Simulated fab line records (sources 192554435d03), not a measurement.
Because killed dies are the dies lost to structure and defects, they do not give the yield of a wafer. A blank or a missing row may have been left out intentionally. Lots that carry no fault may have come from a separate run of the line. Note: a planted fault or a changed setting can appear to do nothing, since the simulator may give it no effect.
Matching of chambers || flow n5Finfet || rieDiel-03 running N5_MOL_CONTACT_COAG_VIA_ETCH_46: 4 sister chambers
The step etches SiO2 in C4F6/O2, target depth 46 nm, overetch 9.2 nm, time 40 s. 16 wafers are shown with their chamber, then 8 later ones without.

## EACH WAFER AND ITS CHAMBER
{"wafer": "L075.2", "chamber": 1, "rfVppV (V)": 1583, "drypumpMotorCurrentA (A)": 5.9, "showerheadPlenumPTorr (Torr)": 2.92}
{"wafer": "L075.4", "chamber": 1, "rfVppV (V)": 1583, "drypumpMotorCurrentA (A)": 5.9, "showerheadPlenumPTorr (Torr)": 2.92}
{"wafer": "L075.5", "chamber": 1, "rfVppV (V)": 1582, "drypumpMotorCurrentA (A)": 5.9, "showerheadPlenumPTorr (Torr)": 2.92}
{"wafer": "L078.1", "chamber": 0, "rfVppV (V)": 1548, "drypumpMotorCurrentA (A)": 5.6, "showerheadPlenumPTorr (Torr)": 2.69}
{"wafer": "L078.3", "chamber": 2, "rfVppV (V)": 1634, "drypumpMotorCurrentA (A)": 5.1, "showerheadPlenumPTorr (Torr)": 2.84}
{"wafer": "L078.5", "chamber": 2, "rfVppV (V)": 1634, "drypumpMotorCurrentA (A)": 5.1, "showerheadPlenumPTorr (Torr)": 2.84}
{"wafer": "L080.2", "chamber": 1, "rfVppV (V)": 1583, "drypumpMotorCurrentA (A)": 5.9, "showerheadPlenumPTorr (Torr)": 2.92}
{"wafer": "L080.3", "chamber": 0, "rfVppV (V)": 1548, "drypumpMotorCurrentA (A)": 5.7, "showerheadPlenumPTorr (Torr)": 2.69}
{"wafer": "L080.4", "chamber": 3, "rfVppV (V)": 1644, "drypumpMotorCurrentA (A)": 5.4, "showerheadPlenumPTorr (Torr)": 3.00}
{"wafer": "L085.2", "chamber": 2, "rfVppV (V)": 1632, "drypumpMotorCurrentA (A)": 5.1, "showerheadPlenumPTorr (Torr)": 2.83}
{"wafer": "L085.4", "chamber": 3, "rfVppV (V)": 1643, "drypumpMotorCurrentA (A)": 5.4, "showerheadPlenumPTorr (Torr)": 2.99}
{"wafer": "L085.6", "chamber": 2, "rfVppV (V)": 1631, "drypumpMotorCurrentA (A)": 5.1, "showerheadPlenumPTorr (Torr)": 2.83}
{"wafer": "L086.3", "chamber": 2, "rfVppV (V)": 1632, "drypumpMotorCurrentA (A)": 5.1, "showerheadPlenumPTorr (Torr)": 2.83}
{"wafer": "L086.4", "chamber": 0, "rfVppV (V)": 1548, "drypumpMotorCurrentA (A)": 5.7, "showerheadPlenumPTorr (Torr)": 2.68}
{"wafer": "L086.5", "chamber": 1, "rfVppV (V)": 1583, "drypumpMotorCurrentA (A)": 5.9, "showerheadPlenumPTorr (Torr)": 2.91}
{"wafer": "L090.1", "chamber": 3, "rfVppV (V)": 1643, "drypumpMotorCurrentA (A)": 5.4, "showerheadPlenumPTorr (Torr)": 2.99}

SIGNATURES (means of the wafers above)
{"reading": "rfVppV", "chamber 0": 1548.00, "chamber 1": 1582.80, "chamber 2": 1632.60, "chamber 3": 1643.33, "scatter within a chamber": 0.85}
{"reading": "drypumpMotorCurrentA", "chamber 0": 5.667, "chamber 1": 5.900, "chamber 2": 5.100, "chamber 3": 5.400, "scatter within a chamber": 0.0236}
{"reading": "showerheadPlenumPTorr", "chamber 0": 2.6867, "chamber 1": 2.9180, "chamber 2": 2.8340, "chamber 3": 2.9933, "scatter within a chamber": 0.00527}
Rule: a wafer lies at a distance from a chamber equal to the root of the sum of squares, over the readings, of (its reading less the chamber's mean, divided by the reading's scatter). If the next closest chamber is less than 2 further off than the closest, the wafer can't be placed; otherwise it belongs to the closest. The scatter: take each reading less its chamber's mean, square it, sum over the shown wafers, divide by the number of wafers less the number of chambers, and take the root.

## WAFERS WHOSE CHAMBER IS MISSING
{"wafer": "L090.3", "rfVppV (V)": 1584, "drypumpMotorCurrentA (A)": 5.9, "showerheadPlenumPTorr (Torr)": 2.90}
{"wafer": "L090.6", "rfVppV (V)": 1583, "drypumpMotorCurrentA (A)": 5.9, "showerheadPlenumPTorr (Torr)": 2.90}
{"wafer": "L095.2", "rfVppV (V)": 1583, "drypumpMotorCurrentA (A)": 5.9, "showerheadPlenumPTorr (Torr)": 2.90}
{"wafer": "L095.5", "rfVppV (V)": 1643, "drypumpMotorCurrentA (A)": 5.4, "showerheadPlenumPTorr (Torr)": 2.98}
{"wafer": "L095.6", "rfVppV (V)": 1631, "drypumpMotorCurrentA (A)": 5.1, "showerheadPlenumPTorr (Torr)": 2.82}
{"wafer": "L096.1", "rfVppV (V)": 1631, "drypumpMotorCurrentA (A)": 5.1, "showerheadPlenumPTorr (Torr)": 2.82}
{"wafer": "L096.4", "rfVppV (V)": 1644, "drypumpMotorCurrentA (A)": 5.5, "showerheadPlenumPTorr (Torr)": 2.98}
{"wafer": "L096.5", "rfVppV (V)": 1581, "drypumpMotorCurrentA (A)": 5.9, "showerheadPlenumPTorr (Torr)": 2.90}

## CHAMBER TAKEN BY EACH
{"wafer": "L090.3", "from the rows above": 1, "in truth": 1}
{"wafer": "L090.6", "from the rows above": 1, "in truth": 1}
{"wafer": "L095.2", "from the rows above": 1, "in truth": 1}
{"wafer": "L095.5", "from the rows above": 3, "in truth": 3}
{"wafer": "L095.6", "from the rows above": 2, "in truth": 2}
{"wafer": "L096.1", "from the rows above": 2, "in truth": 2}
{"wafer": "L096.4", "from the rows above": 3, "in truth": 3}
{"wafer": "L096.5", "from the rows above": 1, "in truth": 1}
Placed correctly: 8 of 8. Left unplaced by these rows: 0. Placed wrongly: 0.
